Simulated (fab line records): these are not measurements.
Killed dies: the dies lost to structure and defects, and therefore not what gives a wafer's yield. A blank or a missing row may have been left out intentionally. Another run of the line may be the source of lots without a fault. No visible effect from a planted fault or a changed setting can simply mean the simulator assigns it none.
The tool behind it: which one? / flow n5-finfet / Sampling: 12 lots, 36 wafers, 2 of 1938 route steps

WHAT THE GAUGES SHOWED, per wafer
N5_BEOL_M4_INSPECT_30: inspects for defects (brightfield).
lot=L077; measured=day 8 06:46; on=defect-inspect-02; raw-defect-count=399 340 490
lot=L075; measured=day 8 18:31; on=defect-inspect-02; raw-defect-count=277 300 453
lot=L080; measured=day 8 22:31; on=defect-inspect-02; raw-defect-count=335 357 540
lot=L081; measured=day 9 00:05; on=defect-inspect-02; raw-defect-count=393 277 336
lot=L083; measured=day 10 00:02; on=defect-inspect-01; raw-defect-count=434 647 472
lot=L086; measured=day 10 19:31; on=defect-inspect-01; raw-defect-count=380 459 550
lot=L087; measured=day 10 23:31; on=defect-inspect-01; raw-defect-count=431 282 333
lot=L090; measured=day 11 04:11; on=defect-inspect-01; raw-defect-count=558 345 481
lot=L091; measured=day 11 18:22; on=defect-inspect-02; raw-defect-count=621 488 339
lot=L093; measured=day 12 15:25; on=defect-inspect-02; raw-defect-count=501 250 420
lot=L095; measured=day 12 19:57; on=defect-inspect-02; raw-defect-count=437 470 425
lot=L097; measured=day 13 16:48; on=defect-inspect-02; raw-defect-count=418 434 463

EACH LOT AND THE TOOL THAT RAN IT (in order: tool; ch and the chambers of the sampled wafers; start)
lot=L077; N5_BEOL_M4_ILD_DEP_00=pecvd-04 ch 0,1, day 8 04:09
lot=L075; N5_BEOL_M4_ILD_DEP_00=pecvd-02 ch 0,1, day 8 16:53
lot=L080; N5_BEOL_M4_ILD_DEP_00=pecvd-02 ch 0,1, day 8 19:44
lot=L081; N5_BEOL_M4_ILD_DEP_00=pecvd-03 ch 0,1,2, day 8 20:24
lot=L083; N5_BEOL_M4_ILD_DEP_00=pecvd-03 ch 0,1, day 9 20:22
lot=L086; N5_BEOL_M4_ILD_DEP_00=pecvd-02 ch 1,2, day 10 15:29
lot=L087; N5_BEOL_M4_ILD_DEP_00=pecvd-04 ch 0,2, day 10 20:40
lot=L090; N5_BEOL_M4_ILD_DEP_00=pecvd-03 ch 0,2, day 11 02:06
lot=L091; N5_BEOL_M4_ILD_DEP_00=pecvd-04 ch 0,1,2, day 11 16:05
lot=L093; N5_BEOL_M4_ILD_DEP_00=pecvd-02 ch 0,1,2, day 12 13:41
lot=L095; N5_BEOL_M4_ILD_DEP_00=pecvd-03 ch 1, day 12 17:53
lot=L097; N5_BEOL_M4_ILD_DEP_00=pecvd-04 ch 0,1,2, day 13 12:58
- N5_BEOL_M4_ILD_DEP_00: deposits SiOC from DEMS/O2, target thk 79 nm, time 15.3 s.

THE ANSWER, worked out from the rows above alone
Rule: the lots themselves supply what counts as usual. Put in order of their means at a reading, lots are off if they are a third of the lots or fewer, leave a main group of 4 or more, and stand apart from it by a gap of 3 or more times the standard deviation of the main group's means; of several such gaps the widest counts. A main group whose means are all the same, to the digits that the tables above print for the reading, isn't used. Also off: a lot with no number at a reading for which 4 or more lots have one. Any other lot the step has rows for is counted as sound.
Across all readings shown, no lot is off: no conclusion can be drawn from this.

WHAT THE SIMULATOR HAD INSERTED
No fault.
